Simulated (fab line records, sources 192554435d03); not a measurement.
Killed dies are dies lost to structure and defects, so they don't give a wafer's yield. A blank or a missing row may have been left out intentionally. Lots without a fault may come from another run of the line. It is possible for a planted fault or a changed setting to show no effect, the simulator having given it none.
fab line records	flow n5Finfet
record lots=7	wafers=39
route steps=1938 shown ZERO_LAYER@4 FIN_SAQP@138 HKMG_FIN@403 MOL_CONTACT_COAG@562 BEOL_M1@754 BEOL_M2@857 BEOL_M4@1023 BEOL_M6@1212 BEOL_M10@1512 BEOL_M11@1573 BEOL_M14@1763 TV_OPEN@1890 PASSIVATION@1936
startH: hours from the record's opening day to when the first of the lot's shown wafers began	waitH: hours from the lot's prior step to this one	" identical to the entry in the row above	L1.1+2: several wafers, shown together as one row	- either no value or no given start	* or withheld: withheld	< > ~ a bound
route shown NAME@n: names a module that has steps shown in the file, with the first one's number in the route	usual: mean and standard deviation over wafers with no fault	same: alike in all rows	chamber/n: place in a boat	sites: the reading at each site	_std_site: standard deviation across them	_edge_site: outer sites' mean less inner sites'	radiusMm: how far each site lies from the wafer's centre	mask NAME#n: copy n	behind: tool/chamber where the wafer was last shaped	hold: why the lot went on hold/how many hours it stayed there/how the hold came to an end	device: whichever transistor did not switch (one of n, p or np)	end of line: tests run on the same wafers once the route is complete	for a step that has no rows: nothing shown but its recipe	killed: dies lost to structure and defects at the first sort, not the wafer's yield	map: shows each die of a wafer: x if killed, . if not, _ if none is there
set.NAME: the setting as run; set.NAME@STEP: as run at that earlier step	model.NAME: the simulator's own value behind a step, which no gauge read
lots run with intentionally changed settings; tables by step, rows by wafer
## steps
# step N5_ZERO_LAYER_PECVD_02
# recipe material=SiO2	targetThkA=100	tempC=400	precursor=SiH4/N2O	pressureTorr=0.75	rfW=275	timeS=6
# step N5_FIN_SAQP_SPACER2_ALD_28
# recipe material=SiO2	targetThkA=81	tempC=300	aldPrecursorFamily=BDEAS	aldCoReactant=O2-plasma	pulseTimeS=1	purgeTimeS=2	coReactantPurgeTimeS=2	pressureTorr=2
# step N5_HKMG_FIN_ETCH_55
# recipe chemistry=N2/H2	target=SOC	targetDepthA=2400	tempC=40	timeS=300	ionEnergyEv=200	maskMaterial=SiARC	pressureMtorr=30	sourceW=840	biasW=150	n2FlowSccm=200	h2FlowSccm=200
# step N5_MOL_CONTACT_COAG_ALD_123
# recipe material=SiNx	targetThkA=50	tempC=400	aldPrecursorFamily=SiH2I2	aldCoReactant=N2/H2-plasma	pulseTimeS=1	purgeTimeS=2	coReactantPurgeTimeS=2	aldCycles=100	pressureTorr=2
# step N5_BEOL_M1_HM_DEP_02
# recipe material=TiN	targetThkA=200	tempC=25	chamberPressurePa=0.49996
# step N5_BEOL_M2_DESCUM_16
# recipe chemistry=O2	timeS=7	sourcePowerW=50	biasPowerW=20	pressureMtorr=20	rfFrequencyHz=2.712e+07	tempC=40	resist=CAR-EUV	o2FlowSccm=225
# step N5_BEOL_M4_PECVD_72
# recipe material=SiO2	targetThkA=160	tempC=400	precursor=TEOS/O2	pressureTorr=5.5	rfW=450	teosFlowSccm=53.8	gas=O2	flowSccm=3000	timeS=18
# step N5_BEOL_M6_ETCH_62
# recipe chemistry=N2/H2	target=SOC	targetDepthA=1100	overetchA=220	maskMaterial=SiARC	tempC=40	timeS=165	ionEnergyEv=200	pressureMtorr=30	sourceW=840	biasW=150	n2FlowSccm=200	h2FlowSccm=200
# step N5_BEOL_M6_TRENCH_ETCH_37
# recipe chemistry=C4F6/O2	targetDepthA=944.35	target=SiCOH_lowk	timeS=31.5	ionEnergyEv=250	pressureMtorr=30	sourceW=345	biasW=185	Ar_flow_sccm=300	C4F6_flow_sccm=10	O2_flow_sccm=10
# step N5_BEOL_M10_TRENCH_ETCH_37
# recipe chemistry=C4F6/O2	targetDepthA=1488.3	target=SiCOH_lowk	timeS=48	ionEnergyEv=250	pressureMtorr=30	sourceW=345	biasW=185	Ar_flow_sccm=300	C4F6_flow_sccm=10	O2_flow_sccm=10
# step N5_BEOL_M11_ETCH_66
# recipe chemistry=N2/H2	target=SOC	targetDepthA=1200	overetchA=240	maskMaterial=SiARC	tempC=40	timeS=180	ionEnergyEv=200	pressureMtorr=30	sourceW=840	biasW=150	n2FlowSccm=200	h2FlowSccm=200
# step N5_BEOL_M14_SPUTTER_44
# recipe material=Ta	targetThkA=150	tempC=50	biasV=80	powerW=15000	chamberPressurePa=0.07	timeS=24.19
# step N5_PASSIVATION_ETCH_15
# recipe chemistry=CF4/N2	target=SiCN	targetDepthA=750	taperDeg=2	timeS=81.2	ionEnergyEv=150	maskMaterial=SiNx	pressureMtorr=40	sourceW=430	biasW=70	Ar_flow_sccm=100	cf4FlowSccm=60	n2FlowSccm=60
# step N5_PASSIVATION_PROBE_49
# usual defectLimitedYield=91.3/1.5	killedAtOther=4/3.4	killedDies=103/17	killedOnRim=14/4.1	sort_bin_5_function=5.1/0.94
lot.wafer	tool	chamber	startH	waitH	set.timeS@ZERO_LAYER_PECVD_02	set.targetThkA@FIN_SAQP_SPACER2_ALD_28	set.timeS@HKMG_FIN_ETCH_55	set.aldCycles@MOL_CONTACT_COAG_ALD_123	set.targetThkA@BEOL_M1_HM_DEP_02	set.timeS@BEOL_M2_DESCUM_16	set.timeS@BEOL_M4_PECVD_72	set.timeS@BEOL_M6_ETCH_62	set.targetDepthA@BEOL_M6_TRENCH_ETCH_37	set.targetDepthA@BEOL_M10_TRENCH_ETCH_37	set.timeS@BEOL_M11_ETCH_66	set.targetThkA@BEOL_M14_SPUTTER_44	set.targetDepthA@PASSIVATION_ETCH_15	defectLimitedYield[%]	killedAtOther	killedDies	killedOnRim	sort_bin_5_function[%]
L074.1	prober-02	-	270.63	0.0	6	81	300	126	83.48	5.405	21.31	165	944.35	929.6	109.6	224.9	1091	0	5	1180	152	95.8
L074.2	prober-02	-	270.68	0.1	8.089	111.3	159.8	126	83.48	7	18	195.3	944.35	929.6	109.6	150	750	8.9	2	1075	152	87.3
L074.3	prober-02	-	270.73	0.1	6	111.3	300	126	200	7	21.31	195.3	944.35	1488.3	180	224.9	750	93.2	3	80	16	4.3
L074.4	prober-02	-	270.78	0.2	8.089	81	300	100	83.48	5.405	18	195.3	775.7	1488.3	180	150	1091	91.5	3	100	20	4.1
L074.5	prober-02	-	270.83	0.2	6	81	159.8	100	200	5.405	21.31	165	775.7	1488.3	109.6	150	1091	8.4	5	1081	152	86.7
L074.6	prober-02	-	270.88	0.3	8.089	111.3	159.8	100	200	7	18	165	775.7	929.6	180	224.9	750	89.8	4	120	22	4.2
L078.1	prober-02	-	300.28	0.0	6	43.23	300	129	152	7	18	165	944.35	1488.3	180	73.74	750	89.9	5	119	16	5.8
L078.2	prober-02	-	300.33	0.1	6	43.23	300	129	200	5.289	18	165	659.1	1488.3	180	150	750	91.6	2	99	18	4.2
L078.3	prober-02	-	300.38	0.1	6	81	300	100	200	7	18	165	659.1	1488.3	180	150	750	89.2	0	127	12	5.8
L078.4	prober-02	-	300.43	0.2	6	43.23	300	100	200	5.289	18	165	944.35	1488.3	180	73.74	750	92.0	1	94	9	4.8
L078.5	prober-02	-	300.48	0.2	6	81	300	129	152	5.289	18	165	944.35	1488.3	180	150	750	89.8	1	120	19	6.4
L078.6	prober-02	-	300.53	0.3	6	81	300	100	152	7	18	165	659.1	1488.3	180	73.74	750	91.4	3	102	11	4.7
L082.2	prober-01	-	310.35	0.1	6	81	300	100	200	7	18	165	944.35	1488.3	180	150	750	90.7	2	110	11	6.0
L082.4	prober-01	-	310.45	0.2	6	81	300	100	200	7	18	165	944.35	1488.3	180	150	750	90.1	9	117	13	5.9
L082.5	prober-01	-	310.50	0.2	6	81	300	100	200	7	18	165	944.35	1488.3	180	150	750	88.5	8	136	13	6.4
L087.1	prober-01	-	342.96	0.0	6	39.61	300	100	302.1	7	28.45	165	1390	1488.3	243.1	150	340.9	0	20	1180	152	96.9
L087.2	prober-01	-	343.01	0.1	6	81	300	150	200	7	28.45	165	944.35	1488.3	180	150	340.9	0	33	1180	152	97.3
L087.3	prober-01	-	343.06	0.1	6	81	300	100	200	7	18	116.7	944.35	1488.3	243.1	150	750	1.0	5	1168	149	95.9
L087.4	prober-01	-	343.11	0.2	6	81	198.2	100	302.1	7	18	165	1390	1488.3	180	208.1	750	1.3	10	1165	141	94.6
L087.5	prober-01	-	343.16	0.2	6	39.61	198.2	150	200	7	28.45	116.7	1390	1488.3	243.1	208.1	340.9	0	3	1180	152	96.6
L087.6	prober-01	-	343.21	0.3	6	39.61	198.2	150	302.1	7	18	116.7	944.35	1488.3	180	208.1	750	0	6	1180	152	96.7
L091.1	prober-01	-	376.85	0.0	8.621	35.75	300	52	235.2	7	18	165	944.35	1488.3	241.4	150	750	89.8	9	120	11	6.1
L091.2	prober-01	-	376.90	0.1	8.621	81	300	100	200	7	18	165	614.5	1733	180	180.1	750	87.8	12	144	23	4.8
L091.3	prober-01	-	376.95	0.1	6	81	459.5	52	200	7	8.347	165	944.35	1733	241.4	180.1	750	91.6	5	99	15	5.1
L091.4	prober-01	-	377.00	0.2	6	81	300	52	235.2	7	8.347	165	614.5	1488.3	180	180.1	501.3	0	1072	1180	152	95.9
L091.5	prober-01	-	377.05	0.2	8.621	35.75	459.5	100	200	7	8.347	165	614.5	1488.3	241.4	150	501.3	0	1077	1180	152	96.9
L091.6	prober-01	-	377.10	0.3	6	35.75	459.5	100	235.2	7	18	165	944.35	1733	180	150	501.3	0	1058	1180	152	95.2
L093.1	prober-02	-	388.98	0.0	6	81	300	127	150.5	7	18	86.76	944.35	1488.3	180	150	750	0	5	1180	152	96.6
L093.2	prober-02	-	389.03	0.1	8.276	81	169.9	100	150.5	7	18	86.76	764.1	1488.3	209.1	197.9	750	0	7	1180	152	95.6
L093.3	prober-02	-	389.08	0.1	6	81	169.9	127	200	7	18	165	764.1	1488.3	209.1	150	750	91.9	3	96	10	4.3
L093.4	prober-02	-	389.13	0.2	8.276	81	300	100	200	3.096	18	86.76	944.35	1488.3	209.1	150	750	0	3	1180	152	97.0
L093.5	prober-02	-	389.18	0.2	8.276	81	300	127	200	3.096	18	165	944.35	1488.3	180	197.9	750	92.5	3	88	15	4.7
L093.6	prober-02	-	389.23	0.3	6	81	169.9	100	150.5	3.096	18	165	764.1	1488.3	180	197.9	750	92.5	4	89	18	4.4
L095.1	prober-02	-	406.11	0.0	5.06	81	300	100	200	7	18	165	489.1	2009	235.7	150	452.1	0	146	1180	152	97.2
L095.2	prober-02	-	406.16	0.1	6	81	205.1	100	281.4	7	18	165	944.35	2009	180	150	452.1	0	894	1180	152	96.9
L095.3	prober-02	-	406.21	0.1	5.06	81	205.1	100	200	7	18	197.4	489.1	1488.3	180	150	750	18.6	0	960	135	79.2
L095.4	prober-02	-	406.26	0.2	6	42.13	300	100	281.4	7	18	197.4	944.35	2009	235.7	150	750	76.7	0	275	41	21.0
L095.5	prober-02	-	406.31	0.2	5.06	42.13	205.1	100	281.4	7	18	165	489.1	1488.3	235.7	150	750	8.1	0	1085	146	88.8
L095.6	prober-02	-	406.36	0.3	6	42.13	300	100	200	7	18	197.4	944.35	1488.3	180	150	452.1	0	1101	1180	152	96.9
# killed by level:class
L074.1 BEOL_M11:areaEtch=1070 FIN_SAQP:geometricParticle:open=9 MOL_CONTACT_COAG:geometricParticle:open=9 BEOL_M4:geometricParticle:open=8 DUMMY_GATE:geometricParticle:open=7 BEOL_M0_SAQP:geometricParticle:short=7 BEOL_M1:geometricParticle:open=6 STARTING-WAFER:geometricParticle:open=5
L074.2 BEOL_M11:areaEtch=967 DUMMY_GATE:geometricParticle:open=9 FIN_SAQP:geometricParticle:short=7 BEOL_M0_SAQP:geometricParticle:short=7 BEOL_M4:geometricParticle:open=7 STI_FIN_REVEAL:geometricParticle:open=6 MOL_CONTACT_COAG:geometricParticle:open=6 BEOL_M0_SAQP:geometricParticle:open=5
L074.3 BEOL_M0_SAQP:geometricParticle:short=10 DUMMY_GATE:geometricParticle:open=6 MOL_CONTACT_COAG:geometricParticle:short=6 GATE_CUT:geometricParticle:short=5 FIN_SAQP:geometricParticle:open=4 BEOL_M0_SAQP:geometricParticle:open=4 GATE_CUT:geometricParticle:open=4 BEOL_M3:geometricParticle:open=4
L074.4 HKMG_FIN:areaEtch=10 BEOL_M4:geometricParticle:open=9 FIN_SAQP:geometricParticle:open=8 FIN_SAQP:geometricParticle:short=7 BEOL_M1:geometricParticle:open=7 STI_FIN_REVEAL:geometricParticle:open=6 DUMMY_GATE:geometricParticle:open=6 MOL_CONTACT_COAG:geometricParticle:open=5
L074.5 BEOL_M11:areaEtch=956 BEOL_M4:geometricParticle:open=16 FIN_SAQP:geometricParticle:short=9 BEOL_M0_SAQP:geometricParticle:open=9 BEOL_M0_SAQP:geometricParticle:short=8 FIN_SAQP:geometricParticle:open=7 BEOL_M1:geometricParticle:open=7 DUMMY_GATE:geometricParticle:open=6
L074.6 BEOL_M10:areaEcd=33 BEOL_M4:geometricParticle:open=11 BEOL_M3:geometricParticle:open=9 STI_FIN_REVEAL:geometricParticle:open=5 MOL_CONTACT_COAG:geometricParticle:open=5 BEOL_M0_SAQP:geometricParticle:open=5 BEOL_M0_SAQP:geometricParticle:short=4 BEOL_M1:geometricParticle:open=4
L078.1 BEOL_M1:geometricParticle:open=11 BEOL_M2:geometricParticle:open=11 FIN_SAQP:geometricParticle:short=10 FIN_SAQP:geometricParticle:open=10 STI_FIN_REVEAL:geometricParticle:open=8 BEOL_M0_SAQP:geometricParticle:short=8 MOL_CONTACT_COAG:geometricParticle:open=7 GATE_CUT:geometricParticle:short=6
L078.2 BEOL_M6:areaEcd=12 MOL_CONTACT_COAG:geometricParticle:open=11 FIN_SAQP:geometricParticle:short=8 BEOL_M1:geometricParticle:open=8 FIN_SAQP:geometricParticle:open=6 DUMMY_GATE:geometricParticle:open=6 GATE_CUT:geometricParticle:short=4 BEOL_M0_SAQP:geometricParticle:short=4
L078.3 FIN_SAQP:geometricParticle:open=19 BEOL_M1:geometricParticle:open=17 STI_FIN_REVEAL:geometricParticle:open=10 MOL_CONTACT_COAG:geometricParticle:open=10 BEOL_M0_SAQP:geometricParticle:short=8 BEOL_M0_SAQP:geometricParticle:open=7 BEOL_M2:geometricParticle:open=7 BEOL_M6:areaEcd=7
L078.4 FIN_SAQP:geometricParticle:open=14 BEOL_M3:geometricParticle:open=10 BEOL_M1:geometricParticle:open=9 GATE_CUT:geometricParticle:short=6 BEOL_M0_SAQP:geometricParticle:short=6 BEOL_M1:geometricParticle:short=5 BEOL_M2:geometricParticle:open=5 BEOL_M3:geometricParticle:short=5
L078.5 MOL_CONTACT_COAG:geometricParticle:open=18 BEOL_M1:geometricParticle:open=15 FIN_SAQP:geometricParticle:open=13 STI_FIN_REVEAL:geometricParticle:open=12 BEOL_M2:geometricParticle:open=8 GATE_CUT:geometricParticle:open=5 BEOL_M0_SAQP:geometricParticle:short=5 BEOL_M3:geometricParticle:open=5
L078.6 MOL_CONTACT_COAG:geometricParticle:open=13 BEOL_M0_SAQP:geometricParticle:open=9 BEOL_M2:geometricParticle:open=8 BEOL_M0_SAQP:geometricParticle:short=7 FIN_SAQP:geometricParticle:open=6 FIN_SAQP:geometricParticle:short=5 STI_FIN_REVEAL:geometricParticle:open=4 STARTING-WAFER:geometricParticle:open=4
L082.2 MOL_CONTACT_COAG:geometricParticle:open=11 BEOL_M0_SAQP:geometricParticle:short=10 FIN_SAQP:geometricParticle:open=8 GATE_CUT:geometricParticle:short=8 FIN_SAQP:geometricParticle:short=7 STI_FIN_REVEAL:geometricParticle:open=7 BEOL_M0_SAQP:geometricParticle:open=6 BEOL_M3:geometricParticle:open=5
L082.4 STI_FIN_REVEAL:geometricParticle:open=13 BEOL_M0_SAQP:geometricParticle:open=13 BEOL_M0_SAQP:geometricParticle:short=11 FIN_SAQP:geometricParticle:open=9 MOL_CONTACT_COAG:geometricParticle:open=9 GATE_CUT:geometricParticle:short=6 BEOL_M3:geometricParticle:open=6 BEOL_M4:geometricParticle:open=6
L082.5 STI_FIN_REVEAL:geometricParticle:open=18 BEOL_M2:geometricParticle:open=12 GATE_CUT:geometricParticle:short=10 FIN_SAQP:geometricParticle:open=9 FIN_SAQP:geometricParticle:short=9 BEOL_M1:geometricParticle:open=9 BEOL_M0_SAQP:geometricParticle:open=6 MOL_CONTACT_COAG:geometricParticle:open=6
L087.1 BEOL_M1:areaOpen=1071 TV_OPEN:areaEtch=13 FIN_SAQP:geometricParticle:short=12 FIN_SAQP:geometricParticle:open=11 BEOL_M0:geometricParticle:open=6 BEOL_M2:geometricParticle:open=6 DUMMY_GATE:geometricParticle:open=5 BEOL_M1:geometricParticle:open=5
L087.2 MOL_CONTACT_COAG:areaEtch=1062 TV_OPEN:areaEtch=29 FIN_SAQP:geometricParticle:open=13 STI_FIN_REVEAL:geometricParticle:open=7 BEOL_M3:geometricParticle:open=7 BEOL_M2:geometricParticle:open=6 BEOL_M4:geometricParticle:open=6 FIN_SAQP:geometricParticle:short=5
L087.3 BEOL_M6:areaEtch=1071 FIN_SAQP:geometricParticle:short=11 FIN_SAQP:geometricParticle:open=10 BEOL_M2:geometricParticle:open=9 MOL_CONTACT_COAG:geometricParticle:open=7 BEOL_M3:geometricParticle:open=6 STARTING-WAFER:geometricParticle:open=6 STI_FIN_REVEAL:geometricParticle:open=5
L087.4 BEOL_M1:areaOpen=1053 FIN_SAQP:geometricParticle:open=18 MOL_CONTACT_COAG:geometricParticle:open=12 BEOL_M3:geometricParticle:open=8 FIN_SAQP:geometricParticle:short=6 BEOL_M2:geometricParticle:open=6 STI_FIN_REVEAL:geometricParticle:open=5 BEOL_M0_SAQP:geometricParticle:open=5
L087.5 MOL_CONTACT_COAG:areaEtch=1074 FIN_SAQP:geometricParticle:open=16 MOL_CONTACT_COAG:geometricParticle:open=9 BEOL_M6:areaEtch=8 BEOL_M0_SAQP:geometricParticle:short=6 BEOL_M2:geometricParticle:open=6 FIN_SAQP:geometricParticle:short=5 BEOL_M0_SAQP:geometricParticle:open=5
L087.6 MOL_CONTACT_COAG:areaEtch=808 BEOL_M1:areaOpen=256 BEOL_M6:areaEtch=37 BEOL_M2:geometricParticle:open=15 FIN_SAQP:geometricParticle:short=7 MOL_CONTACT_COAG:geometricParticle:open=6 DUMMY_GATE:geometricParticle:open=4 BEOL_M0_SAQP:geometricParticle:open=4
L091.1 MOL_CONTACT_COAG:geometricParticle:open=25 FIN_SAQP:geometricParticle:short=11 STI_FIN_REVEAL:geometricParticle:open=7 GATE_CUT:geometricParticle:short=7 FIN_SAQP:geometricParticle:open=6 DUMMY_GATE:geometricParticle:short=4 BEOL_M2:geometricParticle:open=4 BEOL_M0_SAQP:geometricParticle:open=4
L091.2 BEOL_M6:areaEcd=43 MOL_CONTACT_COAG:geometricParticle:open=19 FIN_SAQP:geometricParticle:short=7 FIN_SAQP:geometricParticle:open=6 BEOL_M0_SAQP:geometricParticle:open=6 BEOL_M1:geometricParticle:open=6 MIM_TOP_ETCH:geometricParticle:open=5 STI_FIN_REVEAL:geometricParticle:open=4
L091.3 BEOL_M0_SAQP:geometricParticle:short=12 BEOL_M3:geometricParticle:short=11 FIN_SAQP:geometricParticle:short=10 MOL_CONTACT_COAG:geometricParticle:open=10 GATE_CUT:geometricParticle:short=8 DUMMY_GATE:geometricParticle:open=6 BEOL_M0_SAQP:geometricParticle:open=5 BEOL_M1:geometricParticle:open=5
L091.4 TV_OPEN:areaEtch=1064 MOL_CONTACT_COAG:geometricParticle:open=19 BEOL_M0_SAQP:geometricParticle:short=9 STI_FIN_REVEAL:geometricParticle:open=8 BEOL_M1:geometricParticle:open=7 FIN_SAQP:geometricParticle:short=6 FIN_SAQP:geometricParticle:open=6 DUMMY_GATE:geometricParticle:open=6
L091.5 TV_OPEN:areaEtch=1072 MOL_CONTACT_COAG:geometricParticle:open=14 FIN_SAQP:geometricParticle:short=12 FIN_SAQP:geometricParticle:open=10 GATE_CUT:geometricParticle:open=7 BEOL_M1:geometricParticle:open=6 BEOL_M0_SAQP:geometricParticle:short=6 GATE_CUT:geometricParticle:short=5
L091.6 TV_OPEN:areaEtch=1050 MOL_CONTACT_COAG:geometricParticle:open=21 FIN_SAQP:geometricParticle:short=16 BEOL_M1:geometricParticle:open=13 BEOL_M0_SAQP:geometricParticle:open=8 GATE_CUT:geometricParticle:short=7 BEOL_M0_SAQP:geometricParticle:short=7 ILD0:geometricParticle:short=5
L093.1 BEOL_M6:areaEtch=1070 FIN_SAQP:geometricParticle:short=19 STI_FIN_REVEAL:geometricParticle:open=16 FIN_SAQP:geometricParticle:open=13 MOL_CONTACT_COAG:geometricParticle:open=10 BEOL_M0_SAQP:geometricParticle:short=7 STI_FIN_REVEAL:geometricParticle:short=6 GATE_CUT:geometricParticle:short=4
L093.2 BEOL_M6:areaEtch=1067 BEOL_M0_SAQP:geometricParticle:short=13 MOL_CONTACT_COAG:geometricParticle:open=12 FIN_SAQP:geometricParticle:open=11 STI_FIN_REVEAL:geometricParticle:open=11 FIN_SAQP:geometricParticle:short=10 BEOL_M2:geometricParticle:open=9 BEOL_M0_SAQP:geometricParticle:open=9
L093.3 FIN_SAQP:geometricParticle:short=13 MOL_CONTACT_COAG:geometricParticle:open=12 BEOL_M0_SAQP:geometricParticle:short=8 BEOL_M0_SAQP:geometricParticle:open=7 BEOL_M1:geometricParticle:open=7 FIN_SAQP:geometricParticle:open=6 STI_FIN_REVEAL:geometricParticle:open=6 BEOL_M5:geometricParticle:open=5
L093.4 BEOL_M6:areaEtch=1075 FIN_SAQP:geometricParticle:open=20 FIN_SAQP:geometricParticle:short=18 STI_FIN_REVEAL:geometricParticle:open=17 BEOL_M0_SAQP:geometricParticle:short=7 MOL_CONTACT_COAG:geometricParticle:open=6 BEOL_M0_SAQP:geometricParticle:open=6 DUMMY_GATE:geometricParticle:open=4
L093.5 FIN_SAQP:geometricParticle:open=21 STI_FIN_REVEAL:geometricParticle:open=10 MOL_CONTACT_COAG:geometricParticle:open=10 FIN_SAQP:geometricParticle:short=9 DUMMY_GATE:geometricParticle:open=4 BEOL_M0_SAQP:geometricParticle:short=4 BEOL_M5:geometricParticle:open=4 BEOL_M2:geometricParticle:open=3
L093.6 MOL_CONTACT_COAG:geometricParticle:open=13 FIN_SAQP:geometricParticle:open=12 FIN_SAQP:geometricParticle:short=10 BEOL_M0_SAQP:geometricParticle:open=9 GATE_CUT:geometricParticle:short=5 BEOL_M3:geometricParticle:open=5 MOL_CONTACT_COAG:geometricParticle:short=4 BEOL_M4:geometricParticle:open=4
L095.1 BEOL_M6:areaEcd=943 TV_OPEN:areaEtch=142 BEOL_M2:geometricParticle:open=11 FIN_SAQP:geometricParticle:short=10 BEOL_M0_SAQP:geometricParticle:open=10 FIN_SAQP:geometricParticle:open=8 BEOL_M3:geometricParticle:open=8 BEOL_M0_SAQP:geometricParticle:short=6
L095.2 TV_OPEN:areaEtch=892 BEOL_M1:areaOpen=207 BEOL_M0_SAQP:geometricParticle:open=13 BEOL_M1:geometricParticle:open=10 FIN_SAQP:geometricParticle:short=6 BEOL_M0_SAQP:geometricParticle:short=6 BEOL_M3:geometricParticle:open=6 BEOL_M4:geometricParticle:open=6
L095.3 BEOL_M6:areaEcd=882 FIN_SAQP:geometricParticle:short=15 FIN_SAQP:geometricParticle:open=8 BEOL_M1:geometricParticle:open=6 BEOL_M2:geometricParticle:open=6 BEOL_M0_SAQP:geometricParticle:open=4 STI_FIN_REVEAL:geometricParticle:open=3 DUMMY_GATE:geometricParticle:open=3
L095.4 BEOL_M1:areaOpen=215 MOL_CONTACT_COAG:geometricParticle:open=11 FIN_SAQP:geometricParticle:open=6 FIN_SAQP:geometricParticle:short=4 MOL_CONTACT_COAG:geometricParticle:short=4 BEOL_M4:geometricParticle:open=4 STI_FIN_REVEAL:geometricParticle:open=3 GATE_CUT:geometricParticle:short=3
L095.5 BEOL_M6:areaEcd=671 BEOL_M1:areaOpen=319 FIN_SAQP:geometricParticle:open=13 BEOL_M0_SAQP:geometricParticle:open=11 BEOL_M0_SAQP:geometricParticle:short=8 BEOL_M3:geometricParticle:open=7 STARTING-WAFER:geometricParticle:short=6 FIN_SAQP:geometricParticle:short=5
L095.6 TV_OPEN:areaEtch=1097 BEOL_M0_SAQP:geometricParticle:open=11 BEOL_M0_SAQP:geometricParticle:short=10 FIN_SAQP:geometricParticle:short=9 STI_FIN_REVEAL:geometricParticle:open=9 BEOL_M2:geometricParticle:open=8 BEOL_M3:geometricParticle:open=6 MOL_CONTACT_COAG:geometricParticle:open=5
## key
split step=N5_ZERO_LAYER_PECVD_02	setting=timeS	statedAs=6
response none clear
split step=N5_FIN_SAQP_SPACER2_ALD_28	setting=targetThkA	statedAs=81
response none clear
split step=N5_HKMG_FIN_ETCH_55	setting=timeS	statedAs=300
response none clear
split step=N5_MOL_CONTACT_COAG_ALD_123	setting=aldCycles	statedAs=100
response none clear
split step=N5_BEOL_M1_HM_DEP_02	setting=targetThkA	statedAs=200
response none clear
split step=N5_BEOL_M2_DESCUM_16	setting=timeS	statedAs=7
response none clear
split step=N5_BEOL_M4_PECVD_72	setting=timeS	statedAs=18
response none clear
split step=N5_BEOL_M6_ETCH_62	setting=timeS	statedAs=165
response step=N5_PASSIVATION_PROBE_49	reading=defectLimitedYield	slope=+1.65	per=1%	togetherWith=all	explained=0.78
response step=N5_PASSIVATION_PROBE_49	reading=killedDies	slope=-19.5	per=1%	togetherWith=all	explained=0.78
response step=N5_PASSIVATION_PROBE_49	reading=sort_bin_5_function	slope=-1.64	per=1%	togetherWith=all	explained=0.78
response step=N5_PASSIVATION_PROBE_49	reading=killedOnRim	slope=-2.49	per=1%	togetherWith=all	explained=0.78
split step=N5_BEOL_M6_TRENCH_ETCH_37	setting=targetDepthA	statedAs=944.35
response none clear
split step=N5_BEOL_M10_TRENCH_ETCH_37	setting=targetDepthA	statedAs=1488.3
response none clear
split step=N5_BEOL_M11_ETCH_66	setting=timeS	statedAs=180
response none clear
split step=N5_BEOL_M14_SPUTTER_44	setting=targetThkA	statedAs=150
response none clear
split step=N5_PASSIVATION_ETCH_15	setting=targetDepthA	statedAs=750
response step=N5_PASSIVATION_PROBE_49	reading=killedAtOther	slope=-12.9	per=1%	togetherWith=all	explained=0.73
